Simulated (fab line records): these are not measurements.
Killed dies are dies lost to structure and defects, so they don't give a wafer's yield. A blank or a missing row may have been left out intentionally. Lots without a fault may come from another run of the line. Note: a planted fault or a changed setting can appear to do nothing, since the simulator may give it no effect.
A struck lot beside a sound one || flow nand_harc || 40 steps out of a route of 1302
Sound: wafers L433.1, L433.3, L433.6. Struck: wafer L438.1 (left out: L438.2, L438.5 of the same lot, which were not struck); the cause appears at the end.
At each step with rows: each side's tool, then ch and its chambers, then its first start. Under that, the readings that differ: sound wafers || struck wafers || difference of the means || sigmas: that difference in standard deviations of wafers without a fault.
alike: readings with means less than 2 such deviations apart, plus words and numbers identical on both sides. not compared: withheld readings, readings lacking a value on some wafer, bounds such as >300 that could conceal the same value, and numbers that have no deviation in the record and whose values overlap.
A row with sigmas, a row that says differs or no value, or rows on one side alone: a step with any of these is where the two part. Non-overlapping numbers with no deviation appear without sigmas and do not part them. A reading that every wafer of one side lacks parts them only if that side has two wafers or more.

first, 2 steps without rows for these wafers: NHARC_A_M0_PEB_07 (peb time 65 s); NHARC_A_M0_DEVELOP_08 (develop time 35 s).
NHARC_A_M0_CD_MEAS_09 targets a cd of 80 nm.
  sound on cd_sem-03 ch 0, day 26 00:53; struck on cd_sem-01 ch 0, day 28 06:54
  alike: cd_nm
NHARC_A_M0_OVL_MEAS_10: pitch 160 nm.
  sound on overlay-01, day 26 00:58; struck on overlay-02, day 28 06:59
  alike: overlay_x_nm, overlay_y_nm
NHARC_A_M0_INSPECT_11:
  sound on defect_inspect-01, day 26 01:01; struck on defect_inspect-01, day 28 07:02
  alike: raw_defect_count
then, 1 step without rows for these wafers: NHARC_A_M0_DESCUM_14 (chemistry O2, time 3 s).
NHARC_A_M0_ETCH_34: etches the open film in N2/H2, target depth 40 nm, overetch 12 nm, time 43.94 s.
  sound on rie_diel-03 ch 1,2,3, day 26 01:10; struck on rie_diel-08 ch 3, day 28 07:11
{"reading": "drypump_motor_current_A (A)", "sound": "5.4 5.8 5.2", "struck": 6.7, "difference": "+1.2", "sigmas": "+3"}
{"reading": "h2_flow_sccm (sccm)", "sound": "149.3 149.2 150.4", "struck": 151.3, "difference": "+1.7", "sigmas": "+4"}
{"reading": "throttle_valve_pct (%)", "sound": "14.167 14.184 14.177", "struck": 14.156, "difference": -0.020, "sigmas": -2}
  alike: oes_product_au, rf_vpp_V, showerhead_plenum_p_Torr
  not compared: rf_hours_counter_h
NHARC_A_M0_ETCH_15: etches the open film in C4F8/Ar, target depth 150 nm, overetch 15 nm, time 82.5 s.
  sound on rie_diel-03 ch 0,2; struck on rie_diel-08 ch 3
{"reading": "rf_vpp_V (V)", "sound": "440.6 446.0 443.9", "struck": 437.4, "difference": -6.1, "sigmas": -2}
  alike: oes_product_au
  not compared: rf_hours_counter_h
NHARC_A_M0_CD_MEAS_16:
  sound on cd_sem-02, day 26 01:22; struck on cd_sem-01, day 28 07:23
{"reading": "cd_nm (nm)", "sound": "80.2 79.2 80.7", "struck": 77.7, "difference": -2.3, "sigmas": -3}
then, 3 steps without rows for these wafers: NHARC_A_M0_STRIP_18 (strips in N2/H2); NHARC_A_M0_STRIP_19 (strips in post etch residue remover, time 600 s); NHARC_A_M0_DEGAS_28 (time 60 s).
NHARC_A_M0_PRE_CLEAN_29: time 30 s.
  sound on pvd_sputter-01, day 26 02:02; struck on pvd_sputter-03, day 28 08:07
  alike: heater_power_w
then, 1 step without rows for these wafers: NHARC_A_M0_PVD_20 (deposits TaN, target thk 5 nm, time 8.06 s).
NHARC_A_M0_PVD_21: deposits Cu, target thk 30 nm, time 20.49 s.
  sound on pvd_sputter-01; struck on pvd_sputter-03
  alike: throttle_valve_pct
then, 2 steps without rows for these wafers: NHARC_A_M0_ECD_22 (material Cu, target thk 400 nm); NHARC_A_M0_ANNEAL_30 (time 90 s).
NHARC_A_M0_CMP_23: polishes, t overpolish 20 s, target thk 113.75 nm.
  sound on cmp-01 ch 0,2,3, day 26 03:20; struck on cmp-04 ch 3, day 28 09:10
  alike: motor_current_A, time_to_endpoint_s
NHARC_A_M0_THK_MEAS_24: measures by xrf.
  sound on film_metro-01, day 26 03:36; struck on film_metro-01, day 28 09:29
  alike: thk_nm
then, 13 steps without rows for these wafers: NHARC_A_M0_SRD_25; NHARC_A_M0_PRE_CLEAN_31 (time 12 s); NHARC_A_M0_DEP_32 (deposits SiCN, target thk 30 nm); NHARC_A_M1_DEP_00 (deposits SiOC, target thk 182.5 nm); NHARC_A_M1_DEHYDRATE_01 (time 120 s); NHARC_A_M1_HMDS_02 (time 30 s); NHARC_A_M1_COAT_34 (time 65 s); NHARC_A_M1_COAT_03 (resist thk 90 nm); NHARC_A_M1_SOFTBAKE_04 (time 55 s); NHARC_A_M1_EBR_05; NHARC_A_M1_EXPOSE_06 (exposes mask A M1, target cd 120 nm); NHARC_A_M1_PEB_07 (peb time 65 s); NHARC_A_M1_DEVELOP_08 (develop time 35 s).
NHARC_A_M1_CD_MEAS_09 targets a cd of 120 nm.
  sound on cd_sem-02 ch 0, day 26 05:10; struck on cd_sem-03 ch 0, day 28 10:55
  alike: cd_nm
NHARC_A_M1_OVL_MEAS_10: pitch 240 nm.
  sound on overlay-01, day 26 05:16; struck on overlay-01, day 28 11:00
{"reading": "overlay_y_nm (nm)", "sound": "1.9 2.0 1.1", "struck": -0.7, "difference": -2.4, "sigmas": -3}
  alike: overlay_x_nm
NHARC_A_M1_DESCUM_14: chemistry O2, time 3 s.
  sound on rie_diel-05 ch 0,1, day 26 05:22; struck on rie_diel-01 ch 2, day 28 11:07
{"reading": "showerhead_plenum_p_Torr (Torr)", "sound": "2.01 2.03 2.03", "struck": 1.79, "difference": -0.23, "sigmas": -3}
{"reading": "throttle_valve_pct (%)", "sound": "11.326 11.317 11.313", "struck": 11.295, "difference": -0.024, "sigmas": -3}
  alike: drypump_motor_current_A, oes_product_au, rf_vpp_V
  not compared: rf_hours_counter_h
then, 2 steps without rows for these wafers: NHARC_A_M1_ETCH_35 (etches the open film in N2/H2, target depth 40 nm, overetch 12 nm, time 43.94 s); NHARC_A_M1_ETCH_15 (etches the open film in C4F8/Ar, target depth 182.5 nm, time 91.2 s).
NHARC_A_M1_CD_MEAS_16:
  sound on cd_sem-01, day 26 05:40; struck on cd_sem-01, day 28 11:25
  alike: cd_nm
then, 1 step without rows for these wafers: NHARC_A_M1_STRIP_18 (strips in N2/H2).
NHARC_END_SORT_01:
  the record has rows for the struck wafers here (prober-02 ch 0, day 30 01:40) and none for the sound ones

WHERE THEY PART
Earliest at NHARC_A_M0_ETCH_34; latest, in this record, at NHARC_END_SORT_01.

WHY: what had been put in by the simulator
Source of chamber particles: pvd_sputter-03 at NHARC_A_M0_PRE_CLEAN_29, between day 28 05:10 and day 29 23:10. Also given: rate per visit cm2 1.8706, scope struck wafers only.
